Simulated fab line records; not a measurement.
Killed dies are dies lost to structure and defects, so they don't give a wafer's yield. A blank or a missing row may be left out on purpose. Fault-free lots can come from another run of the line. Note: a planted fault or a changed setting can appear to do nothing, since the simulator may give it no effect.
Comparing a struck lot with a sound one	flow n5Finfet	37 steps out of a route of 1938
Sound: the wafers L353.1, L353.5, L353.6. The struck wafers were L351.1, L351.2, L351.5. At the end, the cause is stated.
Order at every step that has rows: each side's tool, ch and its chambers, its first start. Under that, the readings that differ: sound wafers	struck wafers	difference of the means	sigmas: that difference in standard deviations of wafers without a fault.
alike: words and numbers the same on both sides, and readings whose means are apart by under 2 such deviations; not compared: readings that were withheld, readings missing a value for some wafer, numbers with overlapping values and no deviation given by the record, and bounds like >300 which may hide the same value.
Wherever a step has rows on one side only, a row that says differs or no value, or a row with sigmas, the two part there. Numbers that have no deviation but don't overlap get no sigmas and don't part them. A reading that every wafer of one side lacks parts them only if that side has two wafers or more.

first, 11 steps without rows for these wafers: N5_MOL_CONTACT_COAG_CONTACT_ETCH_14 (etches SiO2 in C4F6/O2, target depth 27.5 nm, overetch 8.5 nm, time 20 s); N5_MOL_CONTACT_COAG_STRIP_109 (strips in C4F6/O2); N5_MOL_CONTACT_COAG_ETCH_15 (etches SiNx in CH3F/O2, stops on Si:P, target depth 7 nm); N5_MOL_CONTACT_COAG_ETCH_110 (etches Si in CF4/O2, target depth 2.5 nm, time 8 s); N5_MOL_CONTACT_COAG_STRIP_98 (strips in N2/H2); N5_MOL_CONTACT_COAG_IMPLANT_129; N5_MOL_CONTACT_COAG_PRECLEAN_111 (cleans in NF3:NH3, afs cycles 1, time 20 s, sublimation time 60 s); N5_MOL_CONTACT_COAG_TI_SIL_19 (material Ti, target thk 4.2 nm, time 15 s); N5_MOL_CONTACT_COAG_ALD_20 (deposits TiN, target thk 1.5 nm, pulse time 1 s, purge time 3 s); N5_MOL_CONTACT_COAG_SIL_ANNEAL_21 (time 60 s); N5_MOL_CONTACT_COAG_PRE_CLEAN_141 (time 60 s).
N5_MOL_CONTACT_COAG_SPUTTER_143: material Co, target thk 2.5 nm.
  sound on pvdSputter-03 at day 9 10:56; struck on pvdSputter-02 at day 9 02:11
  no value came back on the struck wafers for chamberPressurePa (Pa), substrateTempC (C), susceptorTempC (C), throttleValvePct (%); on the sound wafers chamberPressurePa (Pa) reads 0.1999 0.2003 0.2002
then, 23 steps without rows for these wafers: N5_MOL_CONTACT_COAG_CO_FILL_22 (material Co, precursor CCTBA/H2, target thk 20 nm); N5_MOL_CONTACT_COAG_ANNEAL_113 (time 300 s); N5_MOL_CONTACT_COAG_PRE_CLEAN_142 (time 60 s); N5_MOL_CONTACT_COAG_SPUTTER_130 (material Co, target thk 47.5 nm); N5_MOL_CONTACT_COAG_PRECLEAN_125 (cleans in DIW, time 57.5 s); N5_MOL_CONTACT_COAG_SRD_126 (dry time 32 s); N5_MOL_CONTACT_COAG_CMP_23 (polishes, stops on SiO2, t overpolish 1.5 s, target thk 0 nm); N5_MOL_CONTACT_COAG_WET_ETCH_26 (target Co, target depth 13 nm); N5_MOL_CONTACT_COAG_WET_ETCH_116 (etches the open film in SC1-inhibited, target depth 4.6 nm, rinse time 30 s); N5_MOL_CONTACT_COAG_ALD_27 (deposits SiOC, target thk 17 nm, pulse time 1.5 s, time 2720 s); N5_MOL_CONTACT_COAG_CMP_28 (polishes, stops on SiNx, t overpolish 0.85 s, target thk 14.522 nm); N5_MOL_CONTACT_COAG_ALD_123 (deposits SiNx, target thk 5 nm, pulse time 1 s, purge time 2 s); N5_MOL_CONTACT_COAG_PECVD_31 (deposits SiO2 from TEOS/O2, target thk 46 nm, time 8.9 s); N5_MOL_CONTACT_COAG_COAT_75 (time 60 s, resist thk 60 nm); N5_MOL_CONTACT_COAG_COAT_76 (time 60 s, resist thk 10 nm); N5_MOL_CONTACT_COAG_COAT_77 (time 60 s, resist thk 10 nm); N5_MOL_CONTACT_COAG_COAT_78 (resist thk 40 nm); N5_MOL_CONTACT_COAG_EBR_80; N5_MOL_CONTACT_COAG_SOFTBAKE_79 (time 60 s); N5_MOL_CONTACT_COAG_EXPOSE_81 (exposes mask VG, defocus 0 nm); N5_MOL_CONTACT_COAG_PEB_82 (peb time 60 s); N5_MOL_CONTACT_COAG_DEVELOP_83 (develop time 30 s); N5_MOL_CONTACT_COAG_DESCUM_88 (chemistry O2, time 7 s).
-- the record jumps here: 3 days lie between the struck wafers' starts before and after (it left off in module MOL_CONTACT_COAG and takes up again in module BEOL_M4, whose first step shown is number 1111 of the route) --
N5_BEOL_M4_RC_MEAS_101:
  sound on prober-01 ch 0, day 12 10:23; struck on prober-01 ch 0, day 12 02:04
  alike: DIBL_N, DIBL_P, IOFF_N, IOFF_P, ION_N, ION_P, SS_N, SS_P, VT_N, VT_P
-- the record jumps here: 4 days lie between the struck wafers' starts before and after (it left off in module BEOL_M4 and takes up again in module PASSIVATION, whose first step shown is number 1936 of the route) --
N5_PASSIVATION_PROBE_49:
  sound on prober-01 at day 16 10:15; struck on prober-02 at day 16 09:48
reading	sound	struck	difference	sigmas
defectLimitedYield (%)	90.7 90.6 92.3	39.8 40.4 42.0	-50.5	-34
killedAtContacts	6 10 6	619 582 598	+592	+99 or more
killedDies	110 111 91	710 703 684	+595	+35
killedOnRim	15 16 11	146 43 143	+97	+22
sort_bin_5_function (%)	5.5 5.0 4.0	55.8 54.7 54.0	+50.0	+52
sortNPass	1070 1069 1089	470 477 496	-595	-33
sortYieldPct (%)	90.7 90.6 92.3	39.8 40.4 42.0	-50.5	-34
  alike: killed_at_M0_to_M3, killed_at_M4_up, killedAtFrontEnd, killedAtOther, killedOpen, killedShort, sort_bin_6_memory

== WHERE THEY PART ==
Last at N5_PASSIVATION_PROBE_49 as far as this record goes, first at N5_MOL_CONTACT_COAG_SPUTTER_143.

WHY: what the simulator had put in
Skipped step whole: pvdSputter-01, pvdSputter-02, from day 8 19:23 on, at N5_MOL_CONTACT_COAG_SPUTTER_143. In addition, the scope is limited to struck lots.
